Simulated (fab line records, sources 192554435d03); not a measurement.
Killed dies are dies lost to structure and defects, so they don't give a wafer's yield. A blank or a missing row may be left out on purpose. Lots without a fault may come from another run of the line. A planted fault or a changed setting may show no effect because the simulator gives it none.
Split-lot experiment | flow n5_finfet | 7 lots, 21 wafers read, on a route of 1938 steps

THE SPLIT
At N5_BEOL_M12_PEB_08 (peb time 90 s), the setting peb_temp_c was moved away from the recipe's 130 C on 6 of the 21 wafers read, by -2.7% to +2.5%. The other wafers ran this setting at the recipe's value.

FROM THE SPLIT TO THE READING: what the file shows between them, 10 steps
- N5_BEOL_M12_DEVELOP_09: develop time 45 s
- N5_BEOL_M12_HARDBAKE_14: time 120 s
- N5_BEOL_M12_CD_MEAS_10: target cd 140 nm
- N5_BEOL_M12_DESCUM_15: chemistry O2, time 7.9 s
- N5_BEOL_M12_ETCH_59: etches BARC in N2/H2, target depth 89 nm, overetch 26.7 nm, time 67.9 s
- N5_BEOL_M12_VIA_ETCH_16: etches SiOC in C4F8/O2/Ar, target depth 724.8 nm
- N5_BEOL_M12_STRIP_63: strips in N2/H2
- N5_BEOL_M12_STRIP_64: strips in N2/H2
- N5_BEOL_M12_STRIP_71: strips in post etch residue remover, time 60 s
- N5_BEOL_M12_SRD_72: time 30 s, dry time 30 s

THE READING
cd_nm, in nm, at N5_BEOL_M12_CD_MEAS_17 (target cd 140 nm). Fault-free wafers of this fab line usually give 140.2 nm, standard deviation 2.1 nm.

wafer  | tool, chamber at the split | peb_temp_c as run, C | against the recipe | cd_nm, nm | against lot-mates on the recipe
L074.1 | litho_track-05, 0          | 130                  | recipe             | 140.7     | -
L074.3 | litho_track-05, 0          | 130                  | recipe             | 138.0     | -
L074.6 | litho_track-05, 0          | 130                  | recipe             | 141.1     | -
L078.3 | litho_track-01, 0          | 133.3                | +2.5%              | 153.7     | +10.4
L078.4 | litho_track-01, 0          | 133.3                | +2.5%              | 153.2     | +9.9
L078.6 | litho_track-01, 0          | 130                  | recipe             | 143.3     | -
L081.1 | litho_track-03, 0          | 133.3                | +2.5%              | 148.3     | +7.4
L081.4 | litho_track-03, 0          | 133.3                | +2.5%              | 150.0     | +9.1
L081.6 | litho_track-03, 0          | 130                  | recipe             | 140.9     | -
L084.2 | litho_track-01, 0          | 130                  | recipe             | 142.6     | -
L084.3 | litho_track-01, 0          | 130                  | recipe             | 141.7     | -
L084.5 | litho_track-01, 0          | 126.5                | -2.7%              | 127.8     | -14.3
L087.4 | litho_track-05, 0          | 130                  | recipe             | 138.4     | -
L087.5 | litho_track-05, 0          | 130                  | recipe             | 141.3     | -
L087.6 | litho_track-05, 0          | 130                  | recipe             | 137.3     | -
L093.1 | litho_track-01, 0          | 130                  | recipe             | 145.6     | -
L093.2 | litho_track-01, 0          | 130                  | recipe             | 141.8     | -
L093.6 | litho_track-01, 0          | 130                  | recipe             | 140.5     | -
L092.3 | litho_track-05, 0          | 130                  | recipe             | 137.7     | -
L092.5 | litho_track-05, 0          | 130                  | recipe             | 140.6     | -
L092.6 | litho_track-05, 0          | 132.9                | +2.2%              | 148.9     | +9.8

THE FIT
A straight line over all 21 wafers: cd_nm changes by +4.26 nm for each +1% of peb_temp_c; r = +0.93; the points scatter about the line by 2.2 nm.
The same after taking each lot's own level away (the mean of its wafers on the recipe; 21 wafers): +4.14 nm for each +1%; r = +0.96; scatter 1.7 nm.
On that fit, the largest move of peb_temp_c shifts the reading by 11 nm.
The lots' own levels span 139.00 to 143.30 nm, that is 2.0 times the standard deviation above.
So the lot-to-lot level changes the slope little: the two slopes agree.
Check: with one of the wafers moved furthest among these (-2.7%) left out of the fit, the line predicts -10.1 nm for it against its lot-mates. It came out at -14.3 nm against them.

THE WHOLE CHAIN: every reading that the file lists as answering this split, in the file's order
step                   | what it does     | reading | change (the file's fit)              | r (the file's)
N5_BEOL_M12_CD_MEAS_10 | target cd 140 nm | cd_nm   | +4.06 nm for each +1% of the setting | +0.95
N5_BEOL_M12_CD_MEAS_17 | target cd 140 nm | cd_nm   | +4.27 nm for each +1% of the setting | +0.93

THE FILE'S OWN FIT
cd_nm changes by +4.27 nm for each +1% of peb_temp_c, r = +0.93.
